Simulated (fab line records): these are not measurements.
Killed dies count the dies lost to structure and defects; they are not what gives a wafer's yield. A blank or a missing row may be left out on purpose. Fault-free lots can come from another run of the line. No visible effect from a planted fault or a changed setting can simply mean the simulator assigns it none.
Tool commonality check / flow nand harc / 45 wafers sampled across 15 lots

== THE REASON FOR OPENING IT ==
On 3 of the 15 lots, a flag is raised at NHARC_P_M2_CD_MEAS_09 on the reading cd nm. No-fault wafers: 170.2 nm, standard deviation 0.56.
Rule: a lot gets a flag if all its wafers with a number sit over 4 standard deviations from that mean, or if no wafer of it has a number. All remaining lots are regarded as sound.

lot=L493; measured=day 5 22:47; on=cd sem-01; cd nm (nm), wafer by wafer=169.1 170.4 169.7; flag=
lot=L496; measured=day 6 23:17; on=cd sem-02; cd nm (nm), wafer by wafer=170.5 171.0 170.8; flag=
lot=L495; measured=day 6 23:43; on=cd sem-02; cd nm (nm), wafer by wafer=169.5 169.4 169.3; flag=
lot=L497; measured=day 7 02:49; on=cd sem-01; cd nm (nm), wafer by wafer=170.1 170.2 169.8; flag=
lot=L494; measured=day 7 03:10; on=cd sem-02; cd nm (nm), wafer by wafer=170.3 170.0 170.0; flag=
lot=L498; measured=day 7 17:50; on=cd sem-03; cd nm (nm), wafer by wafer=169.7 170.1 170.1; flag=
lot=L499; measured=day 7 20:33; on=cd sem-02; cd nm (nm), wafer by wafer=169.6 170.6 170.4; flag=
lot=L500; measured=day 7 21:36; on=cd sem-03; cd nm (nm), wafer by wafer=170.9 169.8 170.4; flag=
lot=L506; measured=day 9 08:09; on=cd sem-02; cd nm (nm), wafer by wafer=155.0 155.3 155.0; flag=FLAGGED
lot=L503; measured=day 9 08:59; on=cd sem-01; cd nm (nm), wafer by wafer=170.5 170.0 170.2; flag=
lot=L504; measured=day 9 18:13; on=cd sem-03; cd nm (nm), wafer by wafer=157.4 158.0 158.1; flag=FLAGGED
lot=L509; measured=day 10 03:43; on=cd sem-03; cd nm (nm), wafer by wafer=170.2 170.6 169.5; flag=
lot=L510; measured=day 10 07:38; on=cd sem-01; cd nm (nm), wafer by wafer=160.4 160.6 160.5; flag=FLAGGED
lot=L512; measured=day 10 16:55; on=cd sem-02; cd nm (nm), wafer by wafer=170.4 169.6 170.2; flag=
lot=L516; measured=day 12 10:01; on=cd sem-03; cd nm (nm), wafer by wafer=170.9 169.4 170.2; flag=
On average the flagged lots' numbers are 157.8 nm, which is -12.4 nm against the usual, or -22 standard deviations.

== LOT BY LOT: THE TOOL USED ==
The record holds 2 process steps before the reading, out of a route of 1159 steps. Every cell lists first the tool, next ch and the chambers used by the sampled wafers, and last the start.
lot=L493; flag=; NHARC_P_M1_DEP_33=pecvd-04 ch 0,1,2, day 5 21:38; NHARC_P_M2_EXPOSE_06=arfi scanner-03 ch 0, day 5 22:39
lot=L496; flag=; NHARC_P_M1_DEP_33=pecvd-01 ch 0,1,2, day 6 22:10; NHARC_P_M2_EXPOSE_06=arfi scanner-02 ch 0, day 6 23:10
lot=L495; flag=; NHARC_P_M1_DEP_33=pecvd-02 ch 0,2, day 6 22:31; NHARC_P_M2_EXPOSE_06=arfi scanner-02 ch 0, day 6 23:35
lot=L497; flag=; NHARC_P_M1_DEP_33=pecvd-01 ch 0,2, day 7 01:31; NHARC_P_M2_EXPOSE_06=arfi scanner-03 ch 0, day 7 02:41
lot=L494; flag=; NHARC_P_M1_DEP_33=pecvd-02 ch 0,1, day 7 01:44; NHARC_P_M2_EXPOSE_06=arfi scanner-02 ch 0, day 7 03:02
lot=L498; flag=; NHARC_P_M1_DEP_33=pecvd-01 ch 0,1, day 7 16:35; NHARC_P_M2_EXPOSE_06=arfi scanner-01 ch 0, day 7 17:41
lot=L499; flag=; NHARC_P_M1_DEP_33=pecvd-01 ch 0,2, day 7 19:18; NHARC_P_M2_EXPOSE_06=arfi scanner-02 ch 0, day 7 20:25
lot=L500; flag=; NHARC_P_M1_DEP_33=pecvd-01 ch 0,1, day 7 20:21; NHARC_P_M2_EXPOSE_06=arfi scanner-03 ch 0, day 7 21:28
lot=L506; flag=FLAGGED; NHARC_P_M1_DEP_33=pecvd-01 ch 0,1,2, day 9 07:03; NHARC_P_M2_EXPOSE_06=arfi scanner-02 ch 0, day 9 08:01
lot=L503; flag=; NHARC_P_M1_DEP_33=pecvd-02 ch 0,2, day 9 07:41; NHARC_P_M2_EXPOSE_06=arfi scanner-01 ch 0, day 9 08:51
lot=L504; flag=FLAGGED; NHARC_P_M1_DEP_33=pecvd-02 ch 1,2, day 9 16:57; NHARC_P_M2_EXPOSE_06=arfi scanner-02 ch 0, day 9 18:04
lot=L509; flag=; NHARC_P_M1_DEP_33=pecvd-02 ch 0,1,2, day 10 02:35; NHARC_P_M2_EXPOSE_06=arfi scanner-01 ch 0, day 10 03:34
lot=L510; flag=FLAGGED; NHARC_P_M1_DEP_33=pecvd-04 ch 0,2, day 10 06:25; NHARC_P_M2_EXPOSE_06=arfi scanner-02 ch 0, day 10 07:31
lot=L512; flag=; NHARC_P_M1_DEP_33=pecvd-04 ch 0,1, day 10 15:38; NHARC_P_M2_EXPOSE_06=arfi scanner-03 ch 0, day 10 16:46
lot=L516; flag=; NHARC_P_M1_DEP_33=pecvd-04 ch 0,1,2, day 12 08:46; NHARC_P_M2_EXPOSE_06=arfi scanner-01 ch 0, day 12 09:52
These steps, and what they do:
- NHARC_P_M1_DEP_33: deposits SiCN, target thk 30 nm.
- NHARC_P_M2_EXPOSE_06: exposes mask P M2, target cd 170 nm.
- NHARC_P_M2_CD_MEAS_09: target cd 170 nm.

== FLAGGED OVER TOTAL, TOOL BY TOOL (the gauges that took the reading come last) ==
step=NHARC_P_M1_DEP_33; tool=pecvd-01; lots run=6; flagged=1; share of the flagged lots=some; sound lots run after its first flagged lot=0
step=NHARC_P_M1_DEP_33; tool=pecvd-02; lots run=5; flagged=1; share of the flagged lots=some; sound lots run after its first flagged lot=1 (L509)
step=NHARC_P_M1_DEP_33; tool=pecvd-04; lots run=4; flagged=1; share of the flagged lots=some; sound lots run after its first flagged lot=2 (L512,L516)
step=NHARC_P_M2_EXPOSE_06; tool=arfi scanner-01; lots run=4; flagged=0; share of the flagged lots=none; sound lots run after its first flagged lot=-
step=NHARC_P_M2_EXPOSE_06; tool=arfi scanner-02; lots run=7; flagged=3; share of the flagged lots=all; sound lots run after its first flagged lot=0
step=NHARC_P_M2_EXPOSE_06; tool=arfi scanner-03; lots run=4; flagged=0; share of the flagged lots=none; sound lots run after its first flagged lot=-
step=NHARC_P_M2_CD_MEAS_09; tool=cd sem-01; lots run=4; flagged=1; share of the flagged lots=some; sound lots run after its first flagged lot=0
step=NHARC_P_M2_CD_MEAS_09; tool=cd sem-02; lots run=6; flagged=1; share of the flagged lots=some; sound lots run after its first flagged lot=1 (L512)
step=NHARC_P_M2_CD_MEAS_09; tool=cd sem-03; lots run=5; flagged=1; share of the flagged lots=some; sound lots run after its first flagged lot=2 (L509,L516)

== WHAT THE TABLE PERMITS ==
All flagged lots share 1 row of the table, namely arfi scanner-02 at NHARC_P_M2_EXPOSE_06.
- arfi scanner-02 at NHARC_P_M2_EXPOSE_06 ran 7 lots, 3 of them flagged. Its last sound lot is L499 (day 7 20:25), its first flagged lot L506 (day 9 08:01): a fault that began between those two fits. Its own readings lie more than 4 standard deviations out on every wafer of the flagged lots: exposure dose mJ cm2.
Just one tool remains: arfi scanner-02 at NHARC_P_M2_EXPOSE_06.

== WHAT WAS PUT IN BY THE SIMULATOR ==
Process parameters drifting: arfi scanner-02 at NHARC_P_M2_EXPOSE_06, beginning at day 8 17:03. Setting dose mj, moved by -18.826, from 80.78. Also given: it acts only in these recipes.
Shown lots that were struck: L506, L504, L510. The same result came from the rule above.
